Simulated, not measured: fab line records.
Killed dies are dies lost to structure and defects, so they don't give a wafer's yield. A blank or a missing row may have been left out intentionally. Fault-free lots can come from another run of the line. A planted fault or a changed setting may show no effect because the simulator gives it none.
What tool caused it? / flow n5_finfet / 10 lots with 30 wafers sampled at 5 steps, on a route of 1938 steps

## WHAT THE GAUGES SHOWED, per wafer
N5_BEOL_M4_RC_MEAS_101. Usual: DIBL_N 36.7 mV/V, standard deviation 2.4; DIBL_P 37.4 mV/V, standard deviation 2.9; IOFF_N 0.18 nA/um, standard deviation 0.05; IOFF_P 0.23 nA/um, standard deviation 0.058; ION_N 683 uA/um, standard deviation 16; ION_P 467 uA/um, standard deviation 11; SS_N 71.7 mV/dec, standard deviation 0.77; SS_P 73.5 mV/dec, standard deviation 0.87; VT_N 249 mV, standard deviation 4.3; VT_P -250 mV, standard deviation 4.4.
lot=L661; measured=day 7 13:15; on=prober-01; DIBL_N (mV/V)=38.7 35.2 33.1; DIBL_P (mV/V)=41.7 37.8 33.2; IOFF_N (nA/um)=0.22 0.16 0.11; IOFF_P (nA/um)=0.29 0.22 0.14; ION_N (uA/um)=691 671 657; ION_P (uA/um)=467 461 456; SS_N (mV/dec)=72.6 71.3 71.1; SS_P (mV/dec)=75.5 73.5 72.6; VT_N (mV)=244 251 254; VT_P (mV)=-248 -251 -257; flag=
lot=L662; measured=day 8 08:13; on=prober-02; DIBL_N (mV/V)=35.9 35.8 38.7; DIBL_P (mV/V)=34.4 36.3 38.9; IOFF_N (nA/um)=0.14 0.16 0.21; IOFF_P (nA/um)=0.17 0.21 0.25; ION_N (uA/um)=669 697 704; ION_P (uA/um)=455 481 479; SS_N (mV/dec)=71.1 71.3 71.7; SS_P (mV/dec)=72.3 73.1 74.3; VT_N (mV)=254 247 247; VT_P (mV)=-253 -251 -248; flag=
lot=L666; measured=day 9 03:58; on=prober-01; DIBL_N (mV/V)=36.8 39.4 35.4; DIBL_P (mV/V)=38.4 42.4 37.2; IOFF_N (nA/um)=0.15 0.25 0.14; IOFF_P (nA/um)=0.23 0.32 0.21; ION_N (uA/um)=665 709 668; ION_P (uA/um)=467 489 464; SS_N (mV/dec)=71.2 73.4 71.2; SS_P (mV/dec)=74.1 74.4 74.1; VT_N (mV)=253 245 254; VT_P (mV)=-250 -246 -254; flag=
lot=L668; measured=day 9 10:56; on=prober-02; DIBL_N (mV/V)=32.5 34.6 34.8; DIBL_P (mV/V)=34.2 35.3 36.9; IOFF_N (nA/um)=0.14 0.14 0.16; IOFF_P (nA/um)=0.19 0.19 0.23; ION_N (uA/um)=686 671 694; ION_P (uA/um)=485 463 486; SS_N (mV/dec)=69.9 71.3 70.7; SS_P (mV/dec)=72.6 73.1 73.0; VT_N (mV)=249 252 247; VT_P (mV)=-249 -250 -247; flag=
lot=L670; measured=day 10 00:06; on=prober-01; DIBL_N (mV/V)=38.4 38.5 37.4; DIBL_P (mV/V)=38.5 38.8 36.5; IOFF_N (nA/um)=0.19 0.21 0.18; IOFF_P (nA/um)=0.28 0.29 0.26; ION_N (uA/um)=692 703 680; ION_P (uA/um)=482 484 470; SS_N (mV/dec)=72.2 72.1 72.1; SS_P (mV/dec)=74.2 73.7 73.5; VT_N (mV)=249 245 245; VT_P (mV)=-246 -246 -246; flag=
lot=L671; measured=day 10 08:22; on=prober-01; DIBL_N (mV/V)=41.1 33.5 36.9; DIBL_P (mV/V)=42.0 33.5 37.0; IOFF_N (nA/um)=0.25 0.11 0.16; IOFF_P (nA/um)=0.24 0.13 0.17; ION_N (uA/um)=699 681 680; ION_P (uA/um)=458 466 450; SS_N (mV/dec)=73.2 70.7 72.0; SS_P (mV/dec)=74.5 72.6 73.5; VT_N (mV)=246 253 250; VT_P (mV)=-251 -259 -256; flag=
lot=L673; measured=day 10 19:13; on=prober-02; DIBL_N (mV/V)=34.1 34.8 35.5; DIBL_P (mV/V)=33.5 34.8 36.5; IOFF_N (nA/um)=0.12 0.13 0.16; IOFF_P (nA/um)=0.18 0.19 0.23; ION_N (uA/um)=677 684 711; ION_P (uA/um)=468 477 484; SS_N (mV/dec)=69.9 71.2 70.5; SS_P (mV/dec)=72.7 73.0 73.3; VT_N (mV)=252 252 246; VT_P (mV)=-252 -249 -246; flag=
lot=L682; measured=day 13 07:21; on=prober-01; DIBL_N (mV/V)=35.4 38.2 33.6; DIBL_P (mV/V)=36.6 38.8 34.3; IOFF_N (nA/um)=0.16 0.25 0.14; IOFF_P (nA/um)=0.17 0.22 0.14; ION_N (uA/um)=683 703 693; ION_P (uA/um)=459 463 455; SS_N (mV/dec)=71.9 72.9 71.1; SS_P (mV/dec)=72.5 73.6 72.7; VT_N (mV)=251 242 249; VT_P (mV)=-256 -252 -259; flag=
lot=L684; measured=day 13 12:54; on=prober-02; DIBL_N (mV/V)=36.6 37.9 37.5; DIBL_P (mV/V)=38.0 38.7 39.5; IOFF_N (nA/um)=0.18 0.18 0.22; IOFF_P (nA/um)=0.20 0.21 0.24; ION_N (uA/um)=698 673 697; ION_P (uA/um)=473 456 466; SS_N (mV/dec)=71.7 71.9 72.2; SS_P (mV/dec)=73.0 73.6 73.6; VT_N (mV)=247 249 243; VT_P (mV)=-252 -252 -249; flag=
lot=L683; measured=day 13 16:04; on=prober-02; DIBL_N (mV/V)=37.8 34.3 33.2; DIBL_P (mV/V)=37.7 34.0 33.0; IOFF_N (nA/um)=0.18 0.11 0.10; IOFF_P (nA/um)=0.20 0.15 0.14; ION_N (uA/um)=684 670 668; ION_P (uA/um)=457 468 462; SS_N (mV/dec)=71.9 71.0 70.1; SS_P (mV/dec)=74.1 72.7 72.2; VT_N (mV)=248 254 257; VT_P (mV)=-254 -258 -260; flag=

## WHICH TOOL RAN EACH LOT (tool, then ch and the chambers of the sampled wafers, then the start)
lot=L661; N5_BEOL_M2_DEGAS_44=pvd_sputter-03, day 6 14:39; N5_BEOL_M2_SURFACE_TREAT_85=pvd_sputter-03, day 6 15:05; N5_BEOL_M2_ANNEAL_80=pvd_sputter-03, day 6 15:56; N5_BEOL_M2_ANNEAL_89=pvd_sputter-03, day 6 16:35
lot=L662; N5_BEOL_M2_DEGAS_44=pvd_sputter-03, day 7 04:22; N5_BEOL_M2_SURFACE_TREAT_85=pvd_sputter-03, day 7 06:25; N5_BEOL_M2_ANNEAL_80=pvd_sputter-03, day 7 07:10; N5_BEOL_M2_ANNEAL_89=pvd_sputter-03, day 7 07:49
lot=L666; N5_BEOL_M2_DEGAS_44=pvd_sputter-01, day 7 22:23; N5_BEOL_M2_SURFACE_TREAT_85=pvd_sputter-02, day 7 22:52; N5_BEOL_M2_ANNEAL_80=pvd_sputter-01, day 7 23:25; N5_BEOL_M2_ANNEAL_89=pvd_sputter-01, day 8 00:05
lot=L668; N5_BEOL_M2_DEGAS_44=pvd_sputter-01, day 8 11:24; N5_BEOL_M2_SURFACE_TREAT_85=pvd_sputter-02, day 8 11:46; N5_BEOL_M2_ANNEAL_80=pvd_sputter-02, day 8 12:22; N5_BEOL_M2_ANNEAL_89=pvd_sputter-02, day 8 13:02
lot=L670; N5_BEOL_M2_DEGAS_44=pvd_sputter-01, day 9 01:25; N5_BEOL_M2_SURFACE_TREAT_85=pvd_sputter-01, day 9 01:49; N5_BEOL_M2_ANNEAL_80=pvd_sputter-01, day 9 02:20; N5_BEOL_M2_ANNEAL_89=pvd_sputter-01, day 9 03:00
lot=L671; N5_BEOL_M2_DEGAS_44=pvd_sputter-02, day 9 02:14; N5_BEOL_M2_SURFACE_TREAT_85=pvd_sputter-02, day 9 02:34; N5_BEOL_M2_ANNEAL_80=pvd_sputter-02, day 9 03:05; N5_BEOL_M2_ANNEAL_89=pvd_sputter-02, day 9 03:45
lot=L673; N5_BEOL_M2_DEGAS_44=pvd_sputter-01, day 9 20:25; N5_BEOL_M2_SURFACE_TREAT_85=pvd_sputter-03, day 9 20:58; N5_BEOL_M2_ANNEAL_80=pvd_sputter-02, day 9 22:26; N5_BEOL_M2_ANNEAL_89=pvd_sputter-02, day 9 23:05
lot=L682; N5_BEOL_M2_DEGAS_44=pvd_sputter-03, day 12 07:19; N5_BEOL_M2_SURFACE_TREAT_85=pvd_sputter-03, day 12 07:48; N5_BEOL_M2_ANNEAL_80=pvd_sputter-02, day 12 08:22; N5_BEOL_M2_ANNEAL_89=pvd_sputter-02, day 12 09:01
lot=L684; N5_BEOL_M2_DEGAS_44=pvd_sputter-02, day 12 10:49; N5_BEOL_M2_SURFACE_TREAT_85=pvd_sputter-03, day 12 11:14; N5_BEOL_M2_ANNEAL_80=pvd_sputter-02, day 12 13:14; N5_BEOL_M2_ANNEAL_89=pvd_sputter-02, day 12 13:54
lot=L683; N5_BEOL_M2_DEGAS_44=pvd_sputter-02, day 12 15:31; N5_BEOL_M2_SURFACE_TREAT_85=pvd_sputter-03, day 12 15:59; N5_BEOL_M2_ANNEAL_80=pvd_sputter-02, day 12 16:46; N5_BEOL_M2_ANNEAL_89=pvd_sputter-02, day 12 17:25
- N5_BEOL_M2_DEGAS_44: time 60 s.
- N5_BEOL_M2_SURFACE_TREAT_85
- N5_BEOL_M2_ANNEAL_80: time 240 s.
- N5_BEOL_M2_ANNEAL_89: time 240 s.

## AS READ BY THE TOOLS THEMSELVES (means over the sampled wafers that have a number; for cases with no such wafer, the mark the record gives instead)
N5_BEOL_M2_DEGAS_44. Usual: heater_power_w reads 326 W (standard deviation 43).
lot=L661; tool=pvd_sputter-03; heater_power_w (W)=356; flag=
lot=L662; tool=pvd_sputter-03; heater_power_w (W)=353; flag=
lot=L666; tool=pvd_sputter-01; heater_power_w (W)=335; flag=
lot=L668; tool=pvd_sputter-01; heater_power_w (W)=323; flag=
lot=L670; tool=pvd_sputter-01; heater_power_w (W)=314; flag=
lot=L671; tool=pvd_sputter-02; heater_power_w (W)=288; flag=
lot=L673; tool=pvd_sputter-01; heater_power_w (W)=335; flag=
lot=L682; tool=pvd_sputter-03; heater_power_w (W)=340; flag=
lot=L684; tool=pvd_sputter-02; heater_power_w (W)=314; flag=
lot=L683; tool=pvd_sputter-02; heater_power_w (W)=285; flag=

N5_BEOL_M2_ANNEAL_80. Usual: heater_power_w 795 W, standard deviation 100; susceptor_temp_C 399.98 C, standard deviation 0.23; susceptor_temp_C_max 401.0, standard deviation 0.44.
lot=L661; tool=pvd_sputter-03; heater_power_w (W)=889; susceptor_temp_C (C)=400.13; susceptor_temp_C_max=401.0; flag=
lot=L662; tool=pvd_sputter-03; heater_power_w (W)=960; susceptor_temp_C (C)=399.89; susceptor_temp_C_max=400.9; flag=
lot=L666; tool=pvd_sputter-01; heater_power_w (W)=786; susceptor_temp_C (C)=399.76; susceptor_temp_C_max=401.0; flag=
lot=L668; tool=pvd_sputter-02; heater_power_w (W)=769; susceptor_temp_C (C)=400.02; susceptor_temp_C_max=401.5; flag=
lot=L670; tool=pvd_sputter-01; heater_power_w (W)=800; susceptor_temp_C (C)=400.01; susceptor_temp_C_max=400.8; flag=
lot=L671; tool=pvd_sputter-02; heater_power_w (W)=699; susceptor_temp_C (C)=399.97; susceptor_temp_C_max=401.0; flag=
lot=L673; tool=pvd_sputter-02; heater_power_w (W)=706; susceptor_temp_C (C)=399.95; susceptor_temp_C_max=400.6; flag=
lot=L682; tool=pvd_sputter-02; heater_power_w (W)=-; susceptor_temp_C (C)=-; susceptor_temp_C_max=-; flag=OFF
lot=L684; tool=pvd_sputter-02; heater_power_w (W)=712; susceptor_temp_C (C)=399.90; susceptor_temp_C_max=401.0; flag=
lot=L683; tool=pvd_sputter-02; heater_power_w (W)=-; susceptor_temp_C (C)=-; susceptor_temp_C_max=-; flag=OFF

N5_BEOL_M2_ANNEAL_89. Usual: heater_power_w 795 W, standard deviation 100; susceptor_temp_C 399.99 C, standard deviation 0.23; susceptor_temp_C_max 401.0, standard deviation 0.46.
lot=L661; tool=pvd_sputter-03; heater_power_w (W)=883; susceptor_temp_C (C)=399.93; susceptor_temp_C_max=400.8; flag=
lot=L662; tool=pvd_sputter-03; heater_power_w (W)=953; susceptor_temp_C (C)=400.09; susceptor_temp_C_max=401.2; flag=
lot=L666; tool=pvd_sputter-01; heater_power_w (W)=796; susceptor_temp_C (C)=399.92; susceptor_temp_C_max=401.2; flag=
lot=L668; tool=pvd_sputter-02; heater_power_w (W)=767; susceptor_temp_C (C)=400.12; susceptor_temp_C_max=401.7; flag=
lot=L670; tool=pvd_sputter-01; heater_power_w (W)=789; susceptor_temp_C (C)=399.94; susceptor_temp_C_max=400.8; flag=
lot=L671; tool=pvd_sputter-02; heater_power_w (W)=714; susceptor_temp_C (C)=399.73; susceptor_temp_C_max=400.6; flag=
lot=L673; tool=pvd_sputter-02; heater_power_w (W)=717; susceptor_temp_C (C)=399.92; susceptor_temp_C_max=400.6; flag=
lot=L682; tool=pvd_sputter-02; heater_power_w (W)=708; susceptor_temp_C (C)=399.94; susceptor_temp_C_max=400.9; flag=
lot=L684; tool=pvd_sputter-02; heater_power_w (W)=707; susceptor_temp_C (C)=399.82; susceptor_temp_C_max=400.8; flag=
lot=L683; tool=pvd_sputter-02; heater_power_w (W)=824; susceptor_temp_C (C)=400.03; susceptor_temp_C_max=400.8; flag=

## THE ANSWER, worked out from the rows above alone
Rule: take the mean of a lot's wafers that have a number; if it is more than 3 standard deviations from the usual mean, the lot is off. A lot without any number at a reading at which 4 lots or more have one is off too. All remaining lots with rows at the step are treated as sound. First the gauges in route order, then the tools' own readings, where a lot's mean is used as printed above. The first step at which some lot is off is used, and at that step the reading that is off furthest; a lot without a number counts as furthest.
Off: L682, L683 (N5_BEOL_M2_ANNEAL_80, heater_power_w). Without a number there: L682, L683.
A tool fits if, at that step or a process step before it, it ran every lot that is off, and no sound lot after the first of them. None of those tried fits.

## WHAT THE SIMULATOR HAD INSERTED
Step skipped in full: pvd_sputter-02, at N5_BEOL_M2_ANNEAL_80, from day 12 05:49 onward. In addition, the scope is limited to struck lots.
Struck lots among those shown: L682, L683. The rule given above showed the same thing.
